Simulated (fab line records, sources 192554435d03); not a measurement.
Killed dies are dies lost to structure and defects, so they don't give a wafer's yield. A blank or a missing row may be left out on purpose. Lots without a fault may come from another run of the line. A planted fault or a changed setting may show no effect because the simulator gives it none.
fab line records | flow n5_finfet
record lots=9 wafers=27 last_day=20
route steps=1938 shown BEOL_M2@879 BEOL_M4@1111 PASSIVATION@1936
lots that met no fault: from a run of the same line without faults
start_h: hours from the record's first day to the start of the lot's first wafer shown | wait_h: hours since the lot's step before | " the same as in the row above | L1.1+2: a row that stands for several wafers | - no value, or no start given | * or withheld: withheld | < > ~ a bound
route shown NAME@n: a module of which the file shows steps, and the number in the route of the first | usual: mean/standard deviation of fault-free wafers | same: alike in all rows | chamber/n: place in a boat | sites: the reading at each site | _std_site: their standard deviation | _edge_site: outer sites' mean less inner sites' | radius_mm: how far each site lies from the wafer's centre | mask NAME#n: copy n | behind: the tool/chamber that last shaped the wafer | hold: why the lot was held/for how many hours/how that ended | device: the transistor (n, p or np) that didn't switch | end of line: the same wafers' tests at the end of the route | a step without rows: its recipe alone | killed: dies lost to structure and defects at the first sort, not the wafer's yield | map: a wafer's dies, x killed, . not, _ none there
set.NAME: the setting as run; set.NAME@STEP: as run at that earlier step | model.NAME: the simulator's own value behind a step, which no gauge read
steps of the route over a sample of lots; a table a step, a row a wafer
services: from which hour (start_h, from the record's first day; less than 0 if before it) a tool's chamber was out of use, for how many hours, and why
## steps
# step N5_BEOL_M2_DESCUM_33
# recipe chemistry=O2 time_s=7 source_power_w=50 bias_power_w=20 pressure_mtorr=20 rf_frequency_hz=2.712e+07 temp_c=40 resist=CAR-EUV o2_flow_sccm=225
# usual drypump_motor_current_A=5.48/0.22 oes_product_au=0.79/0.079 rf_vpp_V=243.1/1.3 showerhead_plenum_p_Torr=2.09/0.075 throttle_valve_pct=20.42/0.24
# same time_s=7
# columns lot.wafer tool chamber start_h wait_h drypump_motor_current_A oes_product_au rf_hours_counter_h rf_vpp_V showerhead_plenum_p_Torr throttle_valve_pct
L917.1 rie_diel-03 2 140.19 0.0 5.59 0.77 132 240.3 1.92 20.34
L917.5 " 0 " " 5.44 0.74 - 242.9 2.10 20.40
L917.6 " 1 " " 5.43 0.91 - 243.3 2.13 19.97
L919.4 rie_diel-03 2 149.92 0.0 5.61 0.76 136 239.3 1.92 20.35
L919.5 " 3 " " 5.31 0.88 - 243.4 2.13 20.68
L919.6 " 2 " " 5.61 0.76 - 240.0 1.92 20.37
L927.1 rie_diel-05 2 208.50 0.1 5.92 0.71 209 244.0 2.07 20.32
L927.2 " 0 " " 5.12 0.74 178 244.2 2.17 20.78
L927.5 " 0 " " 5.11 0.75 - 244.4 2.17 20.79
L930.1 rie_diel-06 0 243.33 0.0 5.54 0.72 203 242.5 1.99 20.66
L930.2 " 2 " " 5.27 0.70 214 241.6 2.07 20.24
L930.4 " 3 " " 5.30 0.77 149 244.1 2.10 20.60
L931.1 rie_diel-03 3 245.02 0.0 5.32 0.83 68 244.0 2.12 20.72
L931.2 " 0 " " 5.44 0.71 186 242.5 2.09 20.47
L931.6 " 0 " " 5.46 0.70 - 242.8 2.09 20.46
L936.2 rie_diel-03 2 260.41 0.0 5.61 0.73 172 240.7 1.90 20.41
L936.3 " 3 " " 5.24 0.84 72 244.1 2.12 20.72
L936.5 " 0 " " 5.43 0.71 - 241.9 2.09 20.45
L937.1 rie_diel-06 1 263.76 0.0 5.88 0.77 114 242.7 2.10 19.98
L937.4 " 0 " " 5.55 0.72 210 241.2 1.98 20.67
L937.5 " 3 " " 5.34 0.76 - 242.4 2.10 20.60
L938.1 rie_diel-03 1 285.75 0.0 5.45 0.85 75 243.3 2.11 20.05
L938.4 " 2 " " 5.59 0.73 180 239.1 1.90 20.43
L938.6 " 2 " " 5.58 0.72 - 239.9 1.90 20.42
L939.1 rie_diel-03 1 288.16 0.0 5.43 0.84 76 242.3 2.11 20.05
L939.4 " 2 " " 5.60 0.72 180 241.3 1.90 20.41
L939.6 " 3 " " 5.33 0.82 - 244.7 2.12 20.73
# step N5_BEOL_M2_ETCH_70
# recipe chemistry=N2/H2 target=SOC target_depth_a=800 overetch_a=240 mask_material=SiARC temp_c=40 time_s=130 ion_energy_ev=200 pressure_mtorr=30 source_w=840 bias_w=150 n2_flow_sccm=200 h2_flow_sccm=200
# usual drypump_motor_current_A=5.50/0.21 oes_product_au=0.58/0.051 rf_vpp_V=523.4/2.6 showerhead_plenum_p_Torr=2.52/0.09 throttle_valve_pct=17.79/0.21
# same time_s=130
# columns lot.wafer tool chamber start_h wait_h drypump_motor_current_A oes_product_au rf_hours_counter_h rf_vpp_V showerhead_plenum_p_Torr throttle_valve_pct
L917.1 rie_diel-06 0 165.40 0.0 5.53 0.55 175 521.3 2.42 17.94
L917.5 " 0 " " 5.56 0.55 - 518.8 2.42 17.93
L917.6 " 3 " " 5.32 0.59 - 524.0 2.56 17.95
L919.4 rie_diel-05 0 170.04 0.0 5.13 0.55 - 526.2 2.64 18.07
L919.5 " 2 " " 5.96 0.53 - 523.5 2.52 17.64
L919.6 " 3 " " 5.61 0.67 - 525.4 2.59 17.61
L927.1 rie_diel-05 1 213.34 0.0 5.53 0.70 10 525.3 2.60 17.76
L927.2 " 3 " " 5.59 0.66 45 525.5 2.59 17.63
L927.5 " 0 " " 5.13 0.55 - 526.8 2.63 18.10
L930.1 rie_diel-06 1 269.80 0.0 5.86 0.56 117 525.0 2.56 17.52
L930.2 " 2 " " 5.24 0.52 223 522.0 2.51 17.66
L930.4 " 3 " " 5.29 0.57 159 524.4 2.54 18.04
L931.1 rie_diel-05 2 269.83 0.0 5.92 0.52 228 524.4 2.51 17.68
L931.2 " 3 " " 5.58 0.64 62 525.9 2.58 17.66
L931.6 " 0 " " 5.13 0.53 - 527.6 2.63 18.14
L936.2 rie_diel-05 2 286.79 0.0 5.91 0.52 235 522.3 2.51 17.68
L936.3 " 3 " " 5.59 0.62 69 526.0 2.58 17.67
L936.5 " 3 " " 5.61 0.62 - 524.4 2.58 17.68
L937.1 rie_diel-03 0 290.61 0.0 5.42 0.52 199 523.3 2.53 17.80
L937.4 " 1 " " 5.45 0.62 77 523.3 2.56 17.50
L937.5 " 0 " " 5.42 0.53 - 523.6 2.53 17.80
L939.1 rie_diel-03 0 297.41 0.0 5.46 0.52 203 523.1 2.53 17.81
L939.4 " 0 " " 5.46 0.53 - 524.0 2.53 17.79
L939.6 " 3 " " 5.36 0.60 - 524.4 2.56 18.03
L938.1 rie_diel-06 1 302.50 0.0 5.83 0.55 131 523.4 2.55 17.56
L938.4 " 1 " " 5.83 0.55 - 523.9 2.55 17.55
L938.6 " 3 " " 5.32 0.55 - 522.8 2.54 18.05
# step N5_BEOL_M2_HM_STRIP_39
# recipe chemistry=peroxide_tin_strip material=TiN target_depth_a=250 temp_c=50 time_s=158
# usual bath_guard_temp_C=50.2/0.53 bath_heat_duty_pct=7.0/1.1 time_s=158/0
# columns lot.wafer tool chamber start_h wait_h bath_guard_temp_C bath_heat_duty_pct time_s
L917.1 wet_bench-05 5 165.80 0.0 49.6 7.8 158
L917.5 " 6 " " 50.7 9.2 158
L917.6 " 7 " " 50.4 7.5 158
L919.4 wet_bench-05 2 170.39 0.0 49.3 7.4 158
L919.5 " 0 " " 50.0 6.1 158
L919.6 " 1 " " 50.7 5.1 158
L927.1 wet_bench-06 2 213.73 0.0 50.5 8.5 158
L927.2 " 7 " " 50.2 6.3 158
L927.5 " 5 " " 50.0 6.0 158
L930.1 wet_bench-05 6 270.20 0.0 - - -
L930.2 " 1 " " - - -
L930.4 " 2 " " - - -
L931.1 wet_bench-06 1 270.24 0.0 - - -
L931.2 " 0 " " - - -
L931.6 " 5 " " - - -
L936.2 wet_bench-05 3 287.18 0.0 49.8 8.2 158
L936.3 " 0 " " 50.1 6.4 158
L936.5 " 4 " " 51.3 7.4 158
L937.1 wet_bench-05 6 291.00 0.0 50.4 9.0 158
L937.4 " 4 " " 51.6 6.5 158
L937.5 " 2 " " 49.5 7.1 158
L939.1 wet_bench-01 6 297.81 0.0 50.3 7.9 158
L939.4 " 3 " " 49.1 7.5 158
L939.6 " 0 " " 50.3 6.7 158
L938.1 wet_bench-05 2 302.89 0.0 49.5 6.3 158
L938.4 " 3 " " 50.3 7.4 158
L938.6 " 1 " " 50.6 6.2 158
# step N5_BEOL_M2_ALD_84
# recipe material=TaN target_thk_a=* temp_c=275 ald_precursor_family=PDMAT ald_co_reactant=NH3 pressure_torr=3 carrier_flow_sccm=1500 pulse_time_s=2 purge_time_s=3 co_reactant_purge_time_s=2 co_reactant_pulse_time_s=3 ald_cycles=30 precursor_vessel_temp_c=75 precursor_vessel_pressure_torr=26.25 precursor_vessel_carrier_sccm=1000
# usual heater_power_w=440/30
# columns lot.wafer tool chamber start_h wait_h heater_power_w
L917.1 ald_metal-04 3 166.28 0.0 368
L917.5 " 2 " " 438
L917.6 " 1 " " 493
L919.4 ald_metal-02 2 170.99 0.1 464
L919.5 " 1 " " 453
L919.6 " 2 " " 464
L927.1 ald_metal-02 3 214.23 0.1 444
L927.2 " 0 " " 401
L927.5 " 2 " " 461
L930.1 ald_metal-02 2 270.57 0.0 461
L930.2 " 3 " " 429
L930.4 " 0 " " 406
L931.1 ald_metal-04 0 271.00 0.0 452
L931.2 " 2 " " 420
L931.6 " 3 " " 376
L936.2 ald_metal-04 3 287.46 0.1 372
L936.3 " 0 " " 452
L936.5 " 1 " " 490
L937.1 ald_metal-04 2 291.72 0.0 424
L937.4 " 0 " " 449
L937.5 " 2 " " 427
L939.1 ald_metal-03 0 299.07 0.3 446
L939.4 " 3 " " 443
L939.6 " 1 " " 436
L938.1 ald_metal-02 1 303.66 0.1 440
L938.4 " 2 " " 453
L938.6 " 2 " " 452
# step N5_BEOL_M2_CMP_52
# recipe stop_on=SiOC t_overpolish_s=6.8 down_force_psi=1 platen_rpm=50 clearing_platen_down_force_psi=1.5 clearing_platen_rpm=50 post_cmp_clean=cu_alkaline target_thk_nm=40 clearing_platen_pad_velocity_m_s=0.99484 pad_velocity_m_s=0.99484
# usual barrier_field_endpoint_s=24.6/0.58 motor_current_A=6.0/0.39
# columns lot.wafer tool chamber start_h wait_h barrier_field_endpoint_s motor_current_A
L917.1 cmp-03 1 169.29 0.4 24.7 6.0
L917.5 " 2 " " 24.5 5.7
L917.6 " 3 " " 24.8 5.5
L919.4 cmp-01 0 175.48 0.2 24.1 5.9
L919.6 " 1 " " 24.3 5.9
L919.5 " 2 " " 25.5 5.8
L927.2 cmp-01 1 217.21 0.3 25.0 6.0
L927.1 " 2 " " 25.2 5.8
L927.5 " 0 " " 25.4 6.3
L930.2 cmp-01 3 273.48 0.2 32.7 5.7
L930.1 " 0 " " 32.9 6.0
L930.4 " 2 " " 33.3 5.8
L931.1 cmp-03 1 273.74 0.3 33.6 6.0
L931.2 " 2 " " 32.7 5.3
L931.6 " 0 " " 34.2 7.2
L936.3 cmp-01 3 291.73 0.3 24.0 5.7
L936.2 " 0 " " 24.3 5.8
L936.5 " 1 " " 25.0 5.9
L937.1 cmp-01 1 296.17 0.3 24.1 6.0
L937.4 " 0 " " 23.6 6.2
L937.5 " 1 " " 23.8 5.8
L939.4 cmp-01 2 303.56 0.2 24.4 5.8
L939.1 " 0 " " 23.6 5.9
L939.6 " 2 " " 25.2 6.0
L938.4 cmp-04 2 308.41 0.4 24.3 6.5
L938.1 " 0 " " 24.6 6.0
L938.6 " 2 " " 24.8 6.2
# step N5_BEOL_M4_RC_MEAS_101
# usual DIBL_N=36.3/1.2 DIBL_P=36.3/1.4 IOFF_N=0.160/0.02 IOFF_P=0.210/0.025 ION_N=675/9.5 ION_P=462/7 SS_N=71.5/0.53 SS_P=73.4/0.55 VT_N=249.5/2.6 VT_P=-250.1/2.9
# columns lot.wafer tool chamber start_h wait_h DIBL_N[mV/V] DIBL_P[mV/V] IOFF_N[nA/um] IOFF_P[nA/um] ION_N[uA/um] ION_P[uA/um] SS_N[mV/dec] SS_P[mV/dec] VT_N[mV] VT_P[mV]
L917.1 prober-01 0 191.57 0.0 34.6 33.6 0.135 0.161 666 450 72.3 72.7 252.2 -252.7
L917.5 " 0 " " 34.2 32.9 0.121 0.154 663 452 71.7 73.2 251.1 -256.1
L917.6 " 0 " " 36.5 36.7 0.167 0.203 674 462 72.4 73.9 250.2 -251.2
L919.4 prober-01 0 210.98 0.5 35.4 37.2 0.147 0.184 676 449 71.5 72.9 252.4 -253.0
L919.5 " 0 " " 35.3 36.7 0.145 0.182 670 456 71.5 73.2 252.5 -253.3
L919.6 " 0 " " 35.5 36.8 0.142 0.176 670 454 72.1 73.9 255.6 -251.6
L927.1 prober-02 0 282.97 0.0 35.2 34.7 0.131 0.185 658 450 71.7 73.8 254.0 -251.0
L927.2 " 0 " " 35.2 36.1 0.147 0.210 684 468 70.9 73.9 251.6 -248.5
L927.5 " 0 " " 36.1 36.3 0.147 0.188 664 453 71.8 73.7 252.1 -253.5
L930.1 prober-02 0 311.70 0.0 36.7 36.2 0.163 0.195 665 451 71.7 73.4 248.8 -249.6
L930.2 " 0 " " 38.7 38.6 0.209 0.239 682 460 72.5 73.7 246.4 -246.2
L930.4 " 0 " " 35.9 35.9 0.159 0.207 675 461 72.3 73.2 248.9 -251.1
L931.1 prober-01 0 317.22 0.0 36.4 36.7 0.158 0.191 683 464 72.2 73.5 251.5 -252.5
L931.2 " 0 " " 35.2 36.0 0.150 0.186 678 459 72.1 72.6 249.7 -253.6
L931.6 " 0 " " 37.0 38.2 0.183 0.222 688 469 72.0 74.2 247.0 -250.8
L936.2 prober-01 0 334.53 0.2 35.8 36.4 0.172 0.200 682 461 70.8 73.0 246.2 -253.4
L936.3 " 0 " " 35.5 34.8 0.154 0.179 676 458 71.4 73.1 247.9 -254.3
L936.5 " 0 " " 34.8 34.7 0.147 0.184 677 464 70.5 72.1 250.8 -251.8
L937.1 prober-01 0 344.62 0.0 36.0 36.6 0.165 0.215 682 462 71.3 73.0 247.6 -251.8
L937.4 " 0 " " 35.2 35.6 0.144 0.190 674 462 70.7 73.1 250.9 -250.1
L937.5 " 0 " " 35.2 35.0 0.141 0.183 679 466 71.6 73.3 252.5 -251.1
L939.1 prober-01 0 356.00 0.0 33.8 35.9 0.157 0.187 675 459 70.8 73.3 248.4 -252.7
L939.4 " 0 " " 35.6 36.3 0.190 0.194 668 452 71.2 73.7 248.9 -254.3
L939.6 " 0 " " 36.2 37.2 0.183 0.204 668 452 71.7 74.0 250.5 -252.4
L938.1 prober-02 0 363.29 0.0 35.3 36.4 0.154 0.208 679 472 71.6 72.7 247.8 -249.9
L938.4 " 0 " " 34.8 34.8 0.143 0.183 683 466 70.8 72.7 248.7 -250.5
L938.6 " 0 " " 34.6 35.8 0.151 0.206 691 466 71.3 72.1 250.1 -247.9
# step N5_PASSIVATION_PROBE_49
# usual defect_limited_yield=90.9/1.3 killed_at_M0_to_M3=36/11 killed_at_M4_up=13/5.1 killed_at_contacts=14/4.9 killed_at_front_end=41/10 killed_at_other=3.4/2.6 killed_dies=107/16 killed_open=70/11 killed_short=36/7.8 sort_bin_5_function=5.4/0.84 sort_bin_6_memory=3.4/0.67 sort_bin_8_speed=0.00/0.0099 sort_n_pass=1073/16 sort_yield_pct=90.9/1.3
# same gross_dies=1180 killed_at_back_side=0 sort_bin_4_leakage[%]=0
# columns lot.wafer tool chamber start_h wait_h defect_limited_yield[%] killed_at_M0_to_M3 killed_at_M4_up killed_at_contacts killed_at_front_end killed_at_other killed_dies killed_open killed_short sort_bin_5_function[%] sort_bin_6_memory[%] sort_bin_8_speed[%] sort_n_pass sort_yield_pct[%]
L930.1 prober-01 - 416.79 0.0 88.0 76 13 5 42 6 142 65 27 6.7 4.9 0.08 1037 87.9
L930.2 prober-01 - 416.84 0.1 86.3 81 16 12 50 3 162 81 38 7.8 5.5 0 1018 86.3
L930.4 prober-01 - 416.94 0.2 86.9 78 23 7 40 6 154 85 39 8.6 4.2 0 1026 86.9
L931.1 prober-02 - 423.74 0.0 90.6 57 12 7 34 1 111 51 25 5.9 3.4 0 1069 90.6
L931.2 prober-02 - 423.79 0.1 86.7 74 25 23 30 5 157 80 42 8.3 4.6 0 1023 86.7
L931.6 prober-02 - 423.99 0.3 87.5 80 24 12 23 9 148 65 42 6.7 4.9 0 1032 87.5
# killed by level:class
L930.1 BEOL_M2:interface_void_opened=46 FIN_SAQP:geometric_particle:open=16 BEOL_M0_SAQP:geometric_particle:open=11 BEOL_M2:geometric_particle:open=7 BEOL_M4:geometric_particle:open=7 FIN_SAQP:geometric_particle:short=6 STI_FIN_REVEAL:geometric_particle:open=5 MOL_CONTACT_COAG:geometric_particle:open=5
L930.2 BEOL_M2:interface_void_opened=40 FIN_SAQP:geometric_particle:open=24 BEOL_M3:geometric_particle:open=11 MOL_CONTACT_COAG:geometric_particle:open=10 BEOL_M0_SAQP:geometric_particle:short=7 FIN_SAQP:geometric_particle:short=6 GATE_CUT:geometric_particle:short=6 BEOL_M0_SAQP:geometric_particle:open=6
L930.4 BEOL_M2:interface_void_opened=30 FIN_SAQP:geometric_particle:open=15 BEOL_M4:geometric_particle:open=15 BEOL_M0_SAQP:geometric_particle:open=14 BEOL_M1:geometric_particle:open=10 BEOL_M0_SAQP:geometric_particle:short=9 FIN_SAQP:geometric_particle:short=8 MOL_CONTACT_COAG:geometric_particle:open=6
L931.1 BEOL_M2:interface_void_opened=35 STI_FIN_REVEAL:geometric_particle:open=11 BEOL_M0_SAQP:geometric_particle:open=7 FIN_SAQP:geometric_particle:open=5 MOL_CONTACT_COAG:geometric_particle:open=5 BEOL_M0_SAQP:geometric_particle:short=5 BEOL_M1:geometric_particle:open=4 GATE_CUT:geometric_particle:short=3
L931.2 BEOL_M2:interface_void_opened=33 MOL_CONTACT_COAG:geometric_particle:open=20 BEOL_M0_SAQP:geometric_particle:short=14 BEOL_M0_SAQP:geometric_particle:open=10 STI_FIN_REVEAL:geometric_particle:open=8 BEOL_M2:geometric_particle:open=6 BEOL_M4:geometric_particle:open=6 BEOL_M1:geometric_particle:open=5
L931.6 BEOL_M2:interface_void_opened=35 BEOL_M0_SAQP:geometric_particle:short=13 BEOL_M0_SAQP:geometric_particle:open=12 BEOL_M2:geometric_particle:open=10 BEOL_M5:geometric_particle:open=8 MOL_CONTACT_COAG:geometric_particle:open=7 BEOL_M5:geometric_particle:short=6 MOL_CONTACT_COAG:geometric_particle:short=5
## services
# columns tool chamber start_h hours kind
ald_metal-03 - 125.78 14.6 pm
cmp-04 - 129.63 10.0 pm
cmp-01 - 131.77 4.0 pm
cmp-03 - 153.03 0.3 repair
cmp-01 - 159.13 2.1 repair
cmp-03 - 174.62 3.7 pm
cmp-03 - 182.14 4.0 pm
wet_bench-01 - 182.99 0.7 repair
rie_diel-05 2 191.71 1.3 repair
ald_metal-02 2 197.82 5.7 repair
ald_metal-03 3 197.98 31.3 repair
cmp-03 - 199.31 4.2 repair
cmp-01 - 203.65 1.3 repair
wet_bench-01 - 208.73 6.4 repair
cmp-01 - 225.37 0.7 repair
ald_metal-02 - 236.89 2.8 pm
cmp-01 - 275.16 0.4 repair
rie_diel-06 2 285.04 20.5 repair
rie_diel-03 1 290.99 9.8 repair
ald_metal-04 3 291.30 6.7 repair
rie_diel-05 0 297.70 19.9 repair
rie_diel-06 0 300.01 1.3 repair
rie_diel-06 3 303.75 16.3 repair
cmp-01 - 304.45 6.7 pm
## key
first_sign step=N5_BEOL_M2_HM_STRIP_39 reading=tool_record direction=missing
effect step=N5_BEOL_M2_CMP_52 reading=barrier_field_endpoint_s direction=up sigmas=15 usual=24.6 struck=33.2
effect step=N5_PASSIVATION_PROBE_49 reading=killed_at_M0_to_M3 direction=up sigmas=3.3 usual=36 struck=74
met_at N5_BEOL_M2_HM_STRIP_39
struck_lots L930,L931
not_acting_at N5_BEOL_M2_DESCUM_33,N5_BEOL_M2_ETCH_70,N5_BEOL_M2_ALD_84
onset_between 213.73 270.20
fault kind=skipped_step_whole tool=wet_bench-05,wet_bench-06 chamber=- onset_h=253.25 steps=N5_BEOL_M2_HM_STRIP_39 scope=struck_lots_only
